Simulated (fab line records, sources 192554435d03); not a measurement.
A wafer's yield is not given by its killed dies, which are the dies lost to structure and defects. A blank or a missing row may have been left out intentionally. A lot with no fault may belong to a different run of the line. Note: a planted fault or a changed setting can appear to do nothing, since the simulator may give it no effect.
fab line records	flow n5Finfet
[record] lots = 9	wafers = 27	lastDay = 19
route steps=1938 shown DUMMY_GATE@235 SPACER0@259 BEOL_M4@1111
lots untouched by any fault: they come from a run of this same line in which no faults occurred
startH: hours from the record's first day to the start of the lot's first wafer shown	waitH: time in hours since the lot's previous step	" repeats the value in the row above	L1.1+2: a single row standing in for several wafers	- value missing, or start not given	* or withheld: withheld	< > ~ a bound
route shown NAME@n: names a module that has steps shown in the file, with the first one's number in the route	usual: mean/standard deviation of fault-free wafers	same: alike in all rows	chamber/n: place in a boat	sites: the reading at each site	_std_site: how widely they spread, as a standard deviation	_edge_site: mean of outer sites minus mean of inner sites	radiusMm: how far each site lies from the wafer's centre	mask NAME#n: copy n	behind: the most recent tool/chamber to have shaped the wafer	hold: reason for holding the lot/hours on hold/outcome of the hold	device: transistor that didn't switch, given as n, p or np	end of line: the route-end tests of the same wafers	a step with no rows: only its recipe	killed: dies that structure and defects cost at the first sort, which is not the same as the wafer's yield	map: shows each die of a wafer: x if killed, . if not, _ if none is there
set.NAME: setting as actually run; set.NAME@STEP: the setting as run at that earlier step	model.NAME: the simulator's own value behind a step, which no gauge read
steps of the route over a sample of lots; a table a step, a row a wafer
services: a tool's chamber out of use, with start hour (startH, from the record's first day; less than 0 if before it), hours out, and reason
[[steps]]
[step N5_DUMMY_GATE_ETCH_29]
[recipe] chemistry = N2/H2	target = underlayer	targetDepthA = 130	ionEnergyEv = 200	pressureMtorr = 30	sourceW = 840	biasW = 150	n2FlowSccm = 200	h2FlowSccm = 200
[usual] drypumpMotorCurrentA = 5.7/0.72	oesProductAu = 0.75/0.066	rfVppV = 523.9/2.9	showerheadPlenumPTorr = 2.54/0.1	throttleValvePct = 17.98/0.18
lot.wafer	tool	chamber	startH	waitH	drypumpMotorCurrentA	oesProductAu	rfHoursCounterH	rfVppV	showerheadPlenumPTorr	throttleValvePct
L305.1	rieDiel-05	0	49.07	0.0	6.7	0.75	159	522.3	2.42	18.18
L305.3	"	1	"	"	6.7	0.76	113	520.6	2.44	17.96
L305.5	"	2	"	"	5.3	0.73	-	527.8	2.64	17.86
L307.3	rieDiel-01	0	59.01	0.0	5.0	0.80	119	526.7	2.66	18.08
L307.4	"	3	"	"	4.7	0.74	188	523.0	2.53	18.12
L307.6	"	0	"	"	5.0	0.80	-	527.2	2.66	18.06
L311.2	rieDiel-05	3	81.17	0.0	4.9	0.65	245	519.2	2.41	18.28
L311.3	"	0	"	"	6.7	0.73	169	519.7	2.41	18.18
L311.4	"	2	"	"	5.3	0.72	177	526.4	2.64	17.87
L316.2	rieDiel-05	2	116.36	0.0	5.3	0.71	191	526.4	2.63	17.91
L316.4	"	1	"	"	6.7	0.75	-	522.0	2.43	18.01
L316.6	"	0	"	"	6.7	0.73	-	521.3	2.41	18.21
L317.3	rieDiel-01	2	127.54	0.0	5.6	0.78	132	523.7	2.53	17.97
L317.4	"	1	"	"	5.2	0.71	208	527.7	2.62	17.83
L317.5	"	0	"	"	5.0	0.79	-	525.3	2.65	18.11
L318.1	rieDiel-05	0	132.13	0.0	6.7	0.72	187	521.7	2.40	18.23
L318.2	"	2	"	"	5.3	0.71	196	526.5	2.63	17.93
L318.3	"	1	"	"	6.7	0.75	143	522.3	2.43	18.00
L320.3	rieDiel-06	0	139.49	0.0	6.4	0.83	62	527.7	2.69	17.58
L320.5	"	3	"	"	5.4	0.76	-	523.2	2.53	17.99
L320.6	"	1	"	"	5.4	0.72	-	523.8	2.52	17.90
L325.3	rieDiel-06	3	167.07	0.0	5.5	0.75	176	524.1	2.53	18.03
L325.4	"	0	"	"	6.4	0.83	71	527.2	2.69	17.59
L325.5	"	3	"	"	5.4	0.75	-	523.3	2.53	18.03
L328.1	rieDiel-05	1	193.08	0.0	6.7	0.72	166	521.9	2.42	18.03
L328.3	"	2	"	"	5.3	0.69	209	526.2	2.62	17.94
L328.6	"	1	"	"	6.7	0.72	-	519.9	2.42	18.05
[step N5_DUMMY_GATE_ETCH_37]
[recipe] chemistry = N2/H2	target = SOC	targetDepthA = 600	overetchA = 300	tempC = 40	ionEnergyEv = 200	pressureMtorr = 30	sourceW = 840	biasW = 150	n2FlowSccm = 200	h2FlowSccm = 200
[usual] drypumpMotorCurrentA = 5.7/0.72	oesProductAu = 0.60/0.052	rfVppV = 524.0/2.8	showerheadPlenumPTorr = 2.54/0.1	throttleValvePct = 17.91/0.18
lot.wafer	tool	chamber	startH	waitH	drypumpMotorCurrentA	oesProductAu	rfHoursCounterH	rfVppV	showerheadPlenumPTorr	throttleValvePct
L305.1	rieDiel-05	0	49.15	0.0	6.7	0.58	159	520.4	2.42	18.09
L305.3	"	1	"	"	6.7	0.62	113	522.1	2.44	17.85
L305.5	"	2	"	"	5.3	0.59	-	526.2	2.64	17.81
L307.3	rieDiel-01	0	59.09	0.0	5.0	0.63	119	528.4	2.66	17.99
L307.4	"	3	"	"	4.7	0.57	188	522.1	2.53	18.07
L307.6	"	0	"	"	5.0	0.64	-	527.5	2.66	18.00
L311.2	rieDiel-05	3	81.25	0.0	4.9	0.53	245	520.3	2.41	18.20
L311.3	"	0	"	"	6.7	0.57	169	520.0	2.41	18.11
L311.4	"	2	"	"	5.3	0.58	177	528.5	2.64	17.82
L316.2	rieDiel-05	2	116.44	0.0	5.3	0.57	191	525.6	2.63	17.84
L316.4	"	1	"	"	6.7	0.60	-	522.3	2.43	17.94
L316.6	"	0	"	"	6.7	0.57	-	522.9	2.41	18.14
L317.3	rieDiel-01	2	127.62	0.0	5.5	0.62	132	524.2	2.53	17.88
L317.4	"	1	"	"	5.2	0.55	208	526.1	2.62	17.75
L317.5	"	0	"	"	5.0	0.62	-	526.3	2.65	18.04
L318.1	rieDiel-05	0	132.21	0.0	6.7	0.57	187	520.4	2.40	18.14
L318.2	"	2	"	"	5.3	0.56	196	526.8	2.63	17.85
L318.3	"	1	"	"	6.7	0.59	143	523.2	2.43	17.94
L320.3	rieDiel-06	0	139.57	0.0	6.4	0.66	62	527.7	2.69	17.49
L320.5	"	3	"	"	5.4	0.59	-	522.8	2.53	17.94
L320.6	"	1	"	"	5.4	0.58	-	523.1	2.52	17.83
L325.3	rieDiel-06	3	167.15	0.0	5.5	0.58	176	523.6	2.53	17.96
L325.4	"	0	"	"	6.4	0.65	72	527.1	2.69	17.52
L325.5	"	3	"	"	5.5	0.59	-	523.1	2.53	17.93
L328.1	rieDiel-05	1	193.16	0.0	6.7	0.58	166	520.4	2.42	17.96
L328.3	"	2	"	"	5.3	0.56	210	527.3	2.62	17.87
L328.6	"	1	"	"	6.7	0.58	-	520.3	2.42	17.97
[step N5_DUMMY_GATE_STRIP_40]
[recipe] chemistry = CF4	resist = SiARC	powerW = 300	biasPowerW = 75	pressureMtorr = 50	cf4FlowSccm = 150	rfFrequencyHz = 6e+07
[usual] drypumpMotorCurrentA = 5.6/0.72	oesProductAu = 0.75/0.066	rfVppV = 271.1/1.7	showerheadPlenumPTorr = 1.80/0.065	throttleValvePct = 13.71/0.21
lot.wafer	tool	chamber	startH	waitH	drypumpMotorCurrentA	oesProductAu	rfHoursCounterH	rfVppV	showerheadPlenumPTorr	throttleValvePct
L305.1	rieDiel-01	1	49.33	0.1	5.2	0.71	184	273.6	1.86	13.63
L305.3	"	0	"	"	5.0	0.80	117	271.2	1.90	13.86
L305.5	"	0	"	"	5.0	0.80	-	273.3	1.90	13.83
L307.3	rieDiel-05	2	59.27	0.1	5.3	0.73	169	272.5	1.86	13.61
L307.4	"	1	"	"	6.7	0.77	116	269.3	1.73	13.59
L307.6	"	0	"	"	6.7	0.72	-	267.3	1.72	13.90
L311.2	rieDiel-05	2	81.60	0.2	5.3	0.72	178	271.9	1.86	13.66
L311.3	"	1	"	"	6.7	0.76	125	268.3	1.72	13.60
L311.4	"	0	"	"	6.7	0.72	169	270.1	1.71	13.90
L316.2	rieDiel-06	0	116.74	0.2	6.4	0.84	53	274.2	1.88	13.25
L316.4	"	3	"	"	5.4	0.74	156	270.5	1.78	13.61
L316.6	"	1	"	"	5.4	0.74	-	270.9	1.79	13.70
L317.3	rieDiel-01	2	127.93	0.2	5.5	0.77	133	272.7	1.80	13.75
L317.4	"	1	"	"	5.2	0.69	208	274.6	1.86	13.67
L317.5	"	3	"	"	4.7	0.71	-	269.3	1.78	13.86
L318.1	rieDiel-01	3	132.42	0.1	4.8	0.71	210	271.1	1.78	13.84
L318.2	"	2	"	"	5.5	0.77	134	271.2	1.80	13.77
L318.3	"	0	"	"	5.0	0.77	142	272.9	1.89	13.88
L320.3	rieDiel-01	2	139.75	0.1	5.6	0.77	137	270.9	1.80	13.77
L320.5	"	2	"	"	5.6	0.76	-	272.9	1.80	13.79
L320.6	"	3	"	"	4.7	0.71	-	270.5	1.77	13.86
L325.3	rieDiel-06	3	167.44	0.2	5.4	0.73	176	269.5	1.78	13.67
L325.4	"	1	"	"	5.4	0.72	187	270.8	1.79	13.74
L325.5	"	1	"	"	5.4	0.72	-	272.3	1.79	13.75
L328.1	rieDiel-01	0	193.48	0.2	5.0	0.75	163	272.6	1.88	13.95
L328.3	"	1	"	"	5.2	0.68	231	272.4	1.85	13.73
L328.6	"	1	"	"	5.2	0.67	-	271.3	1.85	13.73
[step N5_SPACER0_ALD_00]
[recipe] material = SiOCN	targetThkA = 35	tempC = 400	aldPrecursorFamily = alkyl-aminosilane	aldCoReactant = O2/N2-plasma	pulseTimeS = 3	purgeTimeS = 2	coReactantPurgeTimeS = 2	aldCycles = 58	pressureTorr = 2
[usual] aldCycles = 58/0	heaterPowerW = 815/88	precursorPulseHeightRel = 0.999/0.02
[same] pulseTimeS = 3
lot.wafer	tool	chamber	startH	waitH	aldCycles	heaterPowerW	precursorPulseHeightRel
L305.1	aldSin-03	1	50.64	0.1	58	766	1.029
L305.3	"	3	"	"	58	806	1.021
L305.5	"	2	"	"	58	736	0.984
L307.3	aldSin-03	2	60.62	0.1	58	717	0.951
L307.4	"	0	"	"	58	913	0.997
L307.6	"	2	"	"	58	721	1.011
L311.2	aldSin-02	0	82.70	0.1	58	911	0.996
L311.3	"	3	"	"	58	693	0.940
L311.4	"	1	"	"	58	827	1.029
L316.2	aldSin-02	2	118.88	0.1	58	897	0.982
L316.4	"	1	"	"	62	818	1.004
L316.6	"	3	"	"	58	722	0.988
L317.3	aldSin-03	2	130.06	0.1	58	684	0.968
L317.4	"	0	"	"	58	931	1.020
L317.5	"	1	"	"	58	750	1.052
L318.1	aldSin-02	2	134.22	0.1	62	901	0.995
L318.2	"	0	"	"	58	898	1.013
L318.3	"	1	"	"	58	799	0.970
L320.3	aldSin-03	3	140.87	0.1	58	799	0.989
L320.5	"	0	"	"	58	918	0.985
L320.6	"	1	"	"	58	736	0.995
L325.3	aldSin-03	2	168.56	0.1	58	682	0.997
L325.4	"	3	"	"	58	831	1.003
L325.5	"	2	"	"	58	695	1.009
L328.1	aldSin-02	2	195.31	0.1	58	927	0.994
L328.3	"	1	"	"	58	761	0.947
L328.6	"	0	"	"	58	907	1.008
[step N5_BEOL_M4_RC_MEAS_101]
[usual] DIBL_N = 36.3/1.9	DIBL_P = 36.0/2.1	IOFF_N = 0.16/0.031	IOFF_P = 0.21/0.035	ION_N = 675/14	ION_P = 464/8.5	SS_N = 71.5/0.6	SS_P = 73.3/0.72	VT_N = 250/3.2	VT_P = -250/3.1
lot.wafer	tool	chamber	startH	waitH	DIBL_N[mV/V]	DIBL_P[mV/V]	IOFF_N[nA/um]	IOFF_P[nA/um]	ION_N[uA/um]	ION_P[uA/um]	SS_N[mV/dec]	SS_P[mV/dec]	VT_N[mV]	VT_P[mV]
L305.1	prober-02	0	162.43	0.0	37.9	38.3	0.19	0.27	683	472	71.8	74.1	247	-245
L305.3	"	0	"	"	38.2	39.7	0.21	0.31	705	484	71.7	74.4	245	-244
L305.5	"	0	"	"	37.5	38.2	0.19	0.27	688	470	71.7	74.0	245	-246
L307.3	prober-01	0	174.19	0.3	33.5	31.3	0.11	0.14	649	443	70.3	72.5	254	-258
L307.4	"	0	"	"	37.7	36.1	0.17	0.20	662	455	72.0	73.5	253	-252
L307.6	"	0	"	"	34.6	32.5	0.13	0.15	664	452	71.9	72.4	253	-256
L311.2	prober-02	0	198.42	0.2	39.9	40.2	0.22	0.26	692	471	72.2	75.1	247	-246
L311.3	"	0	"	"	38.3	37.8	0.18	0.23	689	473	71.7	73.6	247	-246
L311.4	"	0	"	"	37.1	35.9	0.17	0.21	701	477	71.5	74.6	246	-248
L325.3	prober-01	0	289.68	0.3	35.2	36.5	0.14	0.17	678	458	70.4	72.9	248	-257
L325.4	"	0	"	"	35.7	36.8	0.16	0.18	681	457	71.7	73.2	248	-254
L325.5	"	0	"	"	37.2	39.7	0.19	0.22	698	471	72.5	73.5	246	-250
L316.2	prober-01	0	295.61	0.2	38.0	36.9	0.18	0.25	688	464	71.5	73.6	248	-250
L316.4	"	0	"	"	38.4	37.6	0.19	0.25	675	463	71.8	74.2	250	-248
L316.6	"	0	"	"	36.5	34.7	0.15	0.21	667	458	71.7	72.7	251	-250
L320.3	prober-01	0	302.67	0.3	33.1	32.6	0.11	0.14	665	450	69.9	72.3	255	-255
L320.5	"	0	"	"	37.4	37.9	0.17	0.21	680	470	71.8	73.6	253	-252
L320.6	"	0	"	"	33.9	34.1	0.12	0.15	664	453	70.9	72.7	254	-255
L318.1	prober-02	0	320.06	0.0	35.8	35.4	0.14	0.18	661	455	71.8	73.7	257	-254
L318.2	"	0	"	"	37.9	38.7	0.19	0.26	674	468	71.9	74.0	250	-248
L318.3	"	0	"	"	36.8	35.7	0.15	0.21	676	469	71.6	73.9	251	-250
L317.3	prober-01	0	326.96	0.3	36.0	36.1	0.17	0.25	686	473	71.2	72.8	246	-243
L317.4	"	0	"	"	35.6	35.3	0.16	0.23	681	468	71.7	72.9	247	-249
L317.5	"	0	"	"	36.2	35.1	0.17	0.22	678	467	71.7	73.2	247	-248
L328.1	prober-01	0	340.67	0.0	36.2	36.7	0.15	0.21	668	460	71.1	73.1	250	-249
L328.3	"	0	"	"	36.5	36.7	0.15	0.21	668	458	70.7	73.2	251	-248
L328.6	"	0	"	"	36.9	37.3	0.16	0.21	665	457	71.4	74.1	251	-250
[[services]]
tool	chamber	startH	hours	kind
aldSin-02	-	26.36	14.6	pm
rieDiel-05	-	61.74	0.4	repair
rieDiel-06	-	78.44	14.6	pm
aldSin-03	-	85.52	14.0	pm
aldSin-03	0	85.52	14.0	ventCycle
aldSin-03	1	85.52	31.7	ventCycle
aldSin-03	2	85.52	14.0	ventCycle
aldSin-03	3	85.52	14.0	ventCycle
rieDiel-05	3	93.56	-	clean
rieDiel-05	3	93.56	-	consumableReplace:focusRing
rieDiel-05	3	93.56	-	consumableReplace:showerhead
rieDiel-05	3	93.56	27.5	scheduledDown
rieDiel-05	3	93.56	27.5	ventCycle
aldSin-03	0	99.52	-	clean
aldSin-03	-	111.24	6.0	pm
rieDiel-06	2	128.02	-	clean
rieDiel-06	2	128.02	-	consumableReplace:focusRing
rieDiel-06	2	128.02	22.3	scheduledDown
rieDiel-06	2	128.02	22.3	ventCycle
aldSin-03	-	157.30	0.3	repair
aldSin-02	1	160.35	15.6	repair
rieDiel-05	2	167.42	14.2	repair
rieDiel-06	-	168.33	28.1	pm
aldSin-02	-	176.75	14.0	pm
[[key]]
[firstSign] step = N5_SPACER0_ALD_00	reading = aldCycles	direction = up	sigmas = 99+	usual = *	struck = *
effect none on later readings
metAt N5_SPACER0_ALD_00
struckLots L316,L318
struckWafers L316.4,L318.1
notActingAt N5_DUMMY_GATE_ETCH_29,N5_DUMMY_GATE_ETCH_37,N5_DUMMY_GATE_STRIP_40
onsetBetween 82.70 118.88
[fault] kind = processParameterDrift	tool = aldSin-02	chamber = -	onsetH = 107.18	steps = N5_SPACER0_ALD_00	channel = aldCycles	offset = *	shape = step	endH = 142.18	scope = struckWafersOnly	actsIn = *	stated = *
